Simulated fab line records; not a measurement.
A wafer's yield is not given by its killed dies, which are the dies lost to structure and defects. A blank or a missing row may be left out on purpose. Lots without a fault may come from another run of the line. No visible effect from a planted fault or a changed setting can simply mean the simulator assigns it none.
Struck lot and sound lot, side by side || flow n5 finfet || 36 steps out of a route of 1938
Sound: the wafers L606.2, L606.4, L606.6. Wafers struck: L616.1, L616.2, L616.5. Last of all comes the cause.
For every step that has rows: the tool of each side, followed by ch and its chambers, followed by its first start. Under that, the readings that differ: sound wafers || struck wafers || difference of the means || sigmas: that difference in standard deviations of wafers without a fault.
alike: readings with means less than 2 such deviations apart, plus words and numbers identical on both sides. not compared: withheld readings, readings lacking a value on some wafer, bounds such as >300 that could conceal the same value, and numbers that have no deviation in the record and whose values overlap.
The two part at a step that has a row with sigmas, a row that says differs or no value, or rows on one side only. Numbers that don't overlap but have no deviation are shown without sigmas and don't part them. A reading that every wafer of one side lacks parts them only if that side has two wafers or more.

first, 9 steps without rows for these wafers: N5_BEOL_M4_ANNEAL_95 (time 240 s); N5_BEOL_M4_SPUTTER_96 (material Cu, target thk 4.5 nm, time 8.29 s); N5_BEOL_M4_ECD_50 (material Cu, target thk 300 nm); N5_BEOL_M4_ANNEAL_51 (time 90 s); N5_BEOL_M4_CMP_52 (polishes, stops on SiOC, t overpolish 6.8 s, target thk 40 nm); N5_BEOL_M4_PRE_CLEAN_60 (time 15 s); N5_BEOL_M4_CO_CAP_55 (material Co, precursor CCTBA/H2, target thk 2 nm, time 102.1 s); N5_BEOL_M4_PRE_CLEAN_56 (time 15 s); N5_BEOL_M4_DEP_57 (deposits SiCN from 3MS/NH3, target thk 8 nm, time 14 s).
N5_BEOL_M4_RC_MEAS_101:
  sound on prober-01 ch 0, day 10 05:07; struck on prober-01 ch 0, day 12 04:55
  alike: DIBL_N, DIBL_P, IOFF_N, IOFF_P, ION_N, ION_P, SS_N, SS_P, VT_N, VT_P
then, 24 steps without rows for these wafers: N5_BEOL_M5_ILD_DEP_00 (deposits SiCOH lowk from DEMS/porogen, target thk 140.64 nm, time 25.9 s); N5_BEOL_M5_CURE_79 (cures SiCOH lowk, time 240 s); N5_BEOL_M5_PECVD_70 (deposits SiO2 from TEOS/O2, target thk 16 nm, time 18 s); N5_BEOL_M5_HM_DEP_02 (deposits TiN, target thk 20 nm); N5_BEOL_M5_COAT_59 (time 60 s, resist thk 60 nm); N5_BEOL_M5_COAT_60 (time 60 s, resist thk 12 nm); N5_BEOL_M5_COAT_71 (time 60 s, resist thk 5 nm); N5_BEOL_M5_COAT_05 (resist thk 30 nm); N5_BEOL_M5_EBR_07; N5_BEOL_M5_SOFTBAKE_06 (time 60 s); N5_BEOL_M5_EXPOSE_08 (exposes mask M5, target cd 28 nm); N5_BEOL_M5_PEB_09 (peb time 60 s); N5_BEOL_M5_DEVELOP_10 (develop time 30 s); N5_BEOL_M5_DESCUM_16 (chemistry O2, time 7 s); N5_BEOL_M5_ETCH_72 (etches underlayer in N2/H2, target depth 6.5 nm, time 5.2 s); N5_BEOL_M5_ETCH_61 (etches SiARC in CF4, target depth 15.6 nm, time 26 s); N5_BEOL_M5_ETCH_62 (etches SOC in N2/H2, target depth 75 nm, overetch 15 nm, time 112.5 s); N5_BEOL_M5_STRIP_63 (strips in N2/H2); N5_BEOL_M5_STRIP_73 (strips in N2/H2); N5_BEOL_M5_STRIP_64 (strips in CF4); N5_BEOL_M5_HM_OPEN_17 (chemistry Cl2/BCl3, target TiN, target depth 20 nm, overetch 6 nm); N5_BEOL_M5_STRIP_19 (strips in O2); N5_BEOL_M5_COAT_65 (time 60 s, resist thk 60 nm); N5_BEOL_M5_COAT_66 (time 60 s, resist thk 12 nm).
-- here the record skips 3 days between the struck wafers' starts before and after, leaving off in module BEOL_M5 and picking up in module BEOL_M11 (first step shown: number 1575 of the route) --
N5_BEOL_M11_VIA_ETCH_34: etches SiCOH lowk in C4F6/O2, target depth 184.5 nm, time 69.2 s.
  sound on rie diel-04 ch 1,2, day 12 21:53; struck on rie diel-03 ch 0,1,3, day 14 21:03
  no value came back on the struck wafers for any of 11 readings (C4F6_flow_sccm (sccm), O2_flow_sccm (sccm) and others); on the sound wafers C4F6_flow_sccm (sccm) reads 10.04 9.99 9.98
{"reading": "model.SiARC_of_BEOL_M11_COAT_64.thk nm (nm)", "sound": "0 0 0", "struck": "23 22.8 22.8", "difference": "+23", "sigmas": ""}
{"reading": "model.SOC_of_BEOL_M11_COAT_63.thk nm (nm)", "sound": "92.8 92.6 92.6", "struck": "100.2 100.2 100", "difference": "+7.5", "sigmas": ""}
  not compared: rf hours counter h
N5_PASSIVATION_PROBE_49:
  sound on prober-02 at day 14 13:49; struck on prober-02 at day 16 17:05
{"reading": "defect limited yield (%)", "sound": "92.8 89.7 92.0", "struck": "0 0 0", "difference": -92, "sigmas": -61}
{"reading": "killed_at_M4_up", "sound": "10 19 17", "struck": "1104 1086 1091", "difference": "+1078", "sigmas": "+99 or more"}
{"reading": "killed at other", "sound": "5 5 3", "struck": "9 20 14", "difference": "+10", "sigmas": "+3"}
{"reading": "killed dies", "sound": "85 122 94", "struck": "1180 1180 1180", "difference": "+1080", "sigmas": "+60"}
{"reading": "killed on rim", "sound": "11 8 11", "struck": "152 152 152", "difference": "+142", "sigmas": "+35"}
{"reading": "sort_bin_5_function (%)", "sound": "3.9 5.8 4.5", "struck": "96.8 96.4 96.9", "difference": "+92.0", "sigmas": "+92"}
{"reading": "sort n pass", "sound": "1095 1058 1086", "struck": "0 0 0", "difference": -1080, "sigmas": -60}
{"reading": "sort yield pct (%)", "sound": "92.8 89.7 92.0", "struck": "0 0 0", "difference": -92, "sigmas": -61}
  alike: killed_at_M0_to_M3, killed at contacts, killed at front end, killed open, killed short, sort_bin_6_memory

## WHERE THEY PART
Earliest at N5_BEOL_M11_VIA_ETCH_34; latest, in this record, at N5_PASSIVATION_PROBE_49.

WHY: what the simulator had put in
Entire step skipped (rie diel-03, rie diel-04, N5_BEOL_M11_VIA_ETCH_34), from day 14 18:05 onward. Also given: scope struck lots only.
